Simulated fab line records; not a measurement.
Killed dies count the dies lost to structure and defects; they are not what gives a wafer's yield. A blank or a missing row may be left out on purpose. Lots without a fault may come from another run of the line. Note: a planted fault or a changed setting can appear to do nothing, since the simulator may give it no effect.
The tool behind it: which one? + flow nandHarc + 24 lots, 72 wafers sampled, at 4 steps of a route of 1302

## WHAT THE GAUGES READ, wafer by wafer
NHARC_P_GATE_CD_MEAS_59: target cd 720 nm.
| lot  | measured     | on       | cdNm (nm)         |
|------|--------------|----------|-------------------|
| L074 | day 5 10:07  | cdSem-01 | 718.8 717.4 721.4 |
| L075 | day 6 02:02  | cdSem-01 | 719.4 716.8 716.7 |
| L076 | day 6 06:05  | cdSem-01 | 717.2 718.9 717.9 |
| L077 | day 6 20:12  | cdSem-02 | 719.6 718.7 719.0 |
| L078 | day 7 05:47  | cdSem-03 | 718.5 721.0 717.3 |
| L079 | day 7 23:40  | cdSem-03 | 718.6 717.7 719.9 |
| L080 | day 8 02:56  | cdSem-03 | 718.2 719.4 720.7 |
| L081 | day 8 20:36  | cdSem-01 | 715.4 717.1 718.1 |
| L082 | day 8 20:57  | cdSem-03 | 719.1 718.9 716.3 |
| L083 | day 9 03:37  | cdSem-02 | 721.7 724.7 721.2 |
| L084 | day 9 20:38  | cdSem-02 | 717.1 717.9 718.5 |
| L085 | day 10 03:07 | cdSem-03 | 721.3 719.4 721.4 |
| L086 | day 10 10:11 | cdSem-01 | 720.6 715.9 718.1 |
| L087 | day 11 15:23 | cdSem-03 | 719.6 720.3 722.9 |
| L088 | day 11 18:13 | cdSem-02 | 717.4 716.7 718.1 |
| L089 | day 11 16:32 | cdSem-02 | 719.6 719.1 720.0 |
| L090 | day 12 13:22 | cdSem-03 | 720.3 720.3 720.3 |
| L091 | day 12 15:02 | cdSem-01 | 721.9 723.5 723.8 |
| L092 | day 13 07:22 | cdSem-03 | 718.7 716.9 718.9 |
| L093 | day 13 12:25 | cdSem-01 | 717.6 718.6 718.8 |
| L094 | day 13 22:56 | cdSem-01 | 719.5 719.8 722.0 |
| L095 | day 14 07:01 | cdSem-03 | 717.3 718.8 717.5 |
| L096 | day 14 17:04 | cdSem-02 | 718.3 718.0 718.4 |
| L097 | day 15 05:28 | cdSem-02 | 723.2 721.4 719.7 |

## EACH LOT AND THE TOOL THAT RAN IT (in order: tool; ch and the chambers of the sampled wafers; start)
| lot  | NHARC_P_ZERO_WELL_RTA_42        | NHARC_P_GATE_ETCH_32            | NHARC_P_GATE_STRIP_111              |
|------|---------------------------------|---------------------------------|-------------------------------------|
| L074 | rtpAnneal-02 ch 0, day 2 02:55  | rieSi-03 ch 0,1, day 4 21:04    | plasmaAsher-02 ch 0,1, day 5 08:56  |
| L075 | rtpAnneal-02 ch 0, day 2 13:09  | rieSi-03 ch 0,1,3, day 5 12:59  | plasmaAsher-01 ch 0,1, day 6 00:48  |
| L076 | rtpAnneal-01 ch 0, day 2 22:59  | rieSi-03 ch 0,1,2, day 5 16:58  | plasmaAsher-02 ch 0, day 6 04:51    |
| L077 | rtpAnneal-02 ch 0, day 3 08:51  | rieSi-03 ch 1,3, day 6 07:18    | plasmaAsher-01 ch 0,1, day 6 19:08  |
| L078 | rtpAnneal-02 ch 0, day 3 18:47  | rieSi-06 ch 0,2,3, day 6 16:47  | plasmaAsher-01 ch 0,1, day 7 04:34  |
| L079 | rtpAnneal-01 ch 0, day 4 05:06  | rieSi-05 ch 0,2,3, day 7 10:25  | plasmaAsher-02 ch 1, day 7 22:26    |
| L080 | rtpAnneal-01 ch 0, day 4 14:58  | rieSi-05 ch 2,3, day 7 13:54    | plasmaAsher-02 ch 0,1, day 8 01:45  |
| L081 | rtpAnneal-01 ch 0, day 5 04:50  | rieSi-06 ch 0,2, day 8 07:32    | plasmaAsher-02 ch 0,1, day 8 19:29  |
| L082 | rtpAnneal-02 ch 0, day 5 10:54  | rieSi-06 ch 2,3, day 8 07:56    | plasmaAsher-01 ch 0,1, day 8 19:44  |
| L083 | rtpAnneal-01 ch 0, day 5 20:53  | rieSi-03 ch 0,1,2, day 8 14:40  | plasmaAsher-01 ch 0,1, day 9 02:23  |
| L084 | rtpAnneal-01 ch 0, day 6 07:14  | rieSi-06 ch 2,3, day 9 07:50    | plasmaAsher-02 ch 0,1, day 9 19:37  |
| L085 | rtpAnneal-02 ch 0, day 6 17:22  | rieSi-06 ch 0,1, day 9 13:55    | plasmaAsher-02 ch 0,1, day 10 01:53 |
| L086 | rtpAnneal-01 ch 0, day 7 02:57  | rieSi-05 ch 0,3, day 9 21:10    | plasmaAsher-02 ch 1, day 10 08:58   |
| L087 | rtpAnneal-01 ch 0, day 7 13:22  | rieSi-05 ch 2,3, day 11 02:42   | plasmaAsher-01 ch 0,1, day 11 14:26 |
| L088 | rtpAnneal-02 ch 0, day 7 23:00  | rieSi-06 ch 0,2,3, day 11 03:02 | plasmaAsher-01 ch 0,1, day 11 17:02 |
| L089 | rtpAnneal-01 ch 0, day 8 09:04  | rieSi-03 ch 1,2,3, day 11 03:23 | plasmaAsher-01 ch 0,1, day 11 15:19 |
| L090 | rtpAnneal-02 ch 0, day 8 19:13  | rieSi-05 ch 0,1,3, day 12 00:23 | plasmaAsher-02 ch 0, day 12 12:09   |
| L091 | rtpAnneal-02 ch 0, day 9 05:19  | rieSi-03 ch 1,2,3, day 12 01:56 | plasmaAsher-01 ch 0,1, day 12 13:49 |
| L092 | rtpAnneal-01 ch 0, day 9 15:19  | rieSi-05 ch 0,1,3, day 12 18:26 | plasmaAsher-01 ch 0,1, day 13 06:08 |
| L093 | rtpAnneal-01 ch 0, day 10 00:50 | rieSi-05 ch 0,1,3, day 12 23:43 | plasmaAsher-02 ch 0,1, day 13 11:19 |
| L094 | rtpAnneal-02 ch 0, day 10 11:02 | rieSi-05 ch 0,1, day 13 09:58   | plasmaAsher-02 ch 0,1, day 13 21:52 |
| L095 | rtpAnneal-02 ch 0, day 10 22:58 | rieSi-06 ch 2,3, day 13 17:58   | plasmaAsher-02 ch 0,1, day 14 05:50 |
| L096 | rtpAnneal-01 ch 0, day 11 07:04 | rieSi-03 ch 0,1,2, day 14 02:04 | plasmaAsher-02 ch 0,1, day 14 16:01 |
| L097 | rtpAnneal-01 ch 0, day 11 17:05 | rieSi-06 ch 0,1,3, day 14 16:34 | plasmaAsher-02 ch 0,1, day 15 04:24 |
- NHARC_P_ZERO_WELL_RTA_42: time 300 s.
- NHARC_P_GATE_ETCH_32: etches the open film in HBr/Cl2, target depth 150 nm, time 100.1 s.
- NHARC_P_GATE_STRIP_111: strips in N2/H2, time 250 s.

## AS READ BY THE TOOLS THEMSELVES (means over the sampled wafers that have a number; for cases with no such wafer, the mark the record gives instead)
NHARC_P_ZERO_WELL_RTA_42.
| lot  | tool         | lampPowerPct (%) | wafer_temp_C_max |
|------|--------------|------------------|------------------|
| L074 | rtpAnneal-02 | 38.9             | 1104.7           |
| L075 | rtpAnneal-02 | 38.9             | 1105.1           |
| L076 | rtpAnneal-01 | 32.9             | 1106.2           |
| L077 | rtpAnneal-02 | 38.8             | 1104.2           |
| L078 | rtpAnneal-02 | 38.9             | 1105.0           |
| L079 | rtpAnneal-01 | 33.0             | 1105.1           |
| L080 | rtpAnneal-01 | 32.9             | 1106.6           |
| L081 | rtpAnneal-01 | 33.0             | 1106.5           |
| L082 | rtpAnneal-02 | 38.9             | 1106.1           |
| L083 | rtpAnneal-01 | 33.0             | 1106.5           |
| L084 | rtpAnneal-01 | 33.0             | 1105.9           |
| L085 | rtpAnneal-02 | 38.9             | 1105.0           |
| L086 | rtpAnneal-01 | 33.0             | 1105.4           |
| L087 | rtpAnneal-01 | 32.9             | 1107.4           |
| L088 | rtpAnneal-02 | 38.8             | 1105.4           |
| L089 | rtpAnneal-01 | 33.0             | 1107.6           |
| L090 | rtpAnneal-02 | 38.8             | 1104.6           |
| L091 | rtpAnneal-02 | 38.8             | 1105.0           |
| L092 | rtpAnneal-01 | 33.0             | 1106.1           |
| L093 | rtpAnneal-01 | 33.0             | 1107.5           |
| L094 | rtpAnneal-02 | 38.9             | 1105.6           |
| L095 | rtpAnneal-02 | 38.8             | 1104.2           |
| L096 | rtpAnneal-01 | 32.9             | 1106.5           |
| L097 | rtpAnneal-01 | 33.0             | 1105.8           |

NHARC_P_GATE_ETCH_32.
| lot  | tool     | drypumpMotorCurrentA (A) | hbrFlowSccm (sccm) | oesProductAu (a.u.) | throttleValvePct (%) |
|------|----------|--------------------------|--------------------|---------------------|----------------------|
| L074 | rieSi-03 | 5.8                      | 149.9              | 1.005               | 26.402               |
| L075 | rieSi-03 | 6.0                      | 150.0              | 1.010               | 26.414               |
| L076 | rieSi-03 | 5.7                      | 149.7              | 1.013               | 26.408               |
| L077 | rieSi-03 | 6.0                      | 149.6              | 0.999               | 26.413               |
| L078 | rieSi-06 | 5.3                      | 149.9              | 1.000               | 26.393               |
| L079 | rieSi-05 | 5.7                      | 149.8              | 1.016               | 26.414               |
| L080 | rieSi-05 | 5.8                      | 150.2              | 1.019               | 26.401               |
| L081 | rieSi-06 | 5.2                      | 150.7              | 0.991               | 26.393               |
| L082 | rieSi-06 | 5.4                      | 149.6              | 1.007               | 26.402               |
| L083 | rieSi-03 | 5.7                      | 150.1              | 1.009               | 26.415               |
| L084 | rieSi-06 | 5.3                      | 149.8              | 1.001               | 26.399               |
| L085 | rieSi-06 | 5.4                      | 150.3              | 0.985               | 26.403               |
| L086 | rieSi-05 | 5.8                      | 150.2              | 1.003               | 26.415               |
| L087 | rieSi-05 | 5.8                      | 150.2              | 0.997               | 26.407               |
| L088 | rieSi-06 | 5.3                      | 150.5              | 1.001               | 26.408               |
| L089 | rieSi-03 | 5.9                      | 150.2              | 1.007               | 26.400               |
| L090 | rieSi-05 | 5.9                      | 150.3              | 0.998               | 26.408               |
| L091 | rieSi-03 | 5.9                      | 149.9              | 1.011               | 26.404               |
| L092 | rieSi-05 | 5.9                      | 150.5              | 1.006               | 26.411               |
| L093 | rieSi-05 | 5.9                      | 149.7              | 0.997               | 26.408               |
| L094 | rieSi-05 | 5.9                      | 150.2              | 0.999               | 26.403               |
| L095 | rieSi-06 | 5.4                      | 150.3              | 1.004               | 26.408               |
| L096 | rieSi-03 | 5.7                      | 149.8              | 1.011               | 26.407               |
| L097 | rieSi-06 | 5.5                      | 150.5              | 1.000               | 26.410               |

NHARC_P_GATE_STRIP_111.
| lot  | tool           | drypumpMotorCurrentA (A) | heaterPowerW (W) |
|------|----------------|--------------------------|------------------|
| L074 | plasmaAsher-02 | 5.6                      | 88               |
| L075 | plasmaAsher-01 | 5.4                      | 89               |
| L076 | plasmaAsher-02 | 5.3                      | 91               |
| L077 | plasmaAsher-01 | 5.3                      | 88               |
| L078 | plasmaAsher-01 | 5.4                      | 87               |
| L079 | plasmaAsher-02 | 6.1                      | 83               |
| L080 | plasmaAsher-02 | 5.6                      | 90               |
| L081 | plasmaAsher-02 | 5.8                      | 85               |
| L082 | plasmaAsher-01 | 5.4                      | 87               |
| L083 | plasmaAsher-01 | 5.4                      | 86               |
| L084 | plasmaAsher-02 | 5.8                      | 86               |
| L085 | plasmaAsher-02 | 5.8                      | 87               |
| L086 | plasmaAsher-02 | 6.1                      | 83               |
| L087 | plasmaAsher-01 | 5.3                      | 86               |
| L088 | plasmaAsher-01 | 5.3                      | 87               |
| L089 | plasmaAsher-01 | 5.3                      | 86               |
| L090 | plasmaAsher-02 | 5.3                      | 90               |
| L091 | plasmaAsher-01 | 5.4                      | 87               |
| L092 | plasmaAsher-01 | 5.3                      | 86               |
| L093 | plasmaAsher-02 | 5.8                      | 86               |
| L094 | plasmaAsher-02 | 5.5                      | 88               |
| L095 | plasmaAsher-02 | 5.8                      | 86               |
| L096 | plasmaAsher-02 | 5.8                      | 89               |
| L097 | plasmaAsher-02 | 5.8                      | 86               |

## THE ANSWER, worked out from the rows above alone
Rule: usual is defined by the lots themselves. Put in order of their means at a reading, lots are off if they are a third of the lots or fewer, leave a main group of 4 or more, and stand apart from it by a gap of 3 or more times the standard deviation of the main group's means; of several such gaps the widest counts. A main group whose means are all the same, to the digits that the tables above print for the reading, isn't used. A lot without any number at a reading at which 4 lots or more have one is off too. Any other lot the step has rows for is counted as sound. The gauges are gone through in route order, then the tools' own readings, and for those a lot's mean is taken as printed above. The first step at which some lot is off is used, and at that step the reading that is off furthest; a lot without a number counts as furthest.
Nothing can be told from this: no lot is off at any reading shown.

## WHAT WAS PUT IN BY THE SIMULATOR
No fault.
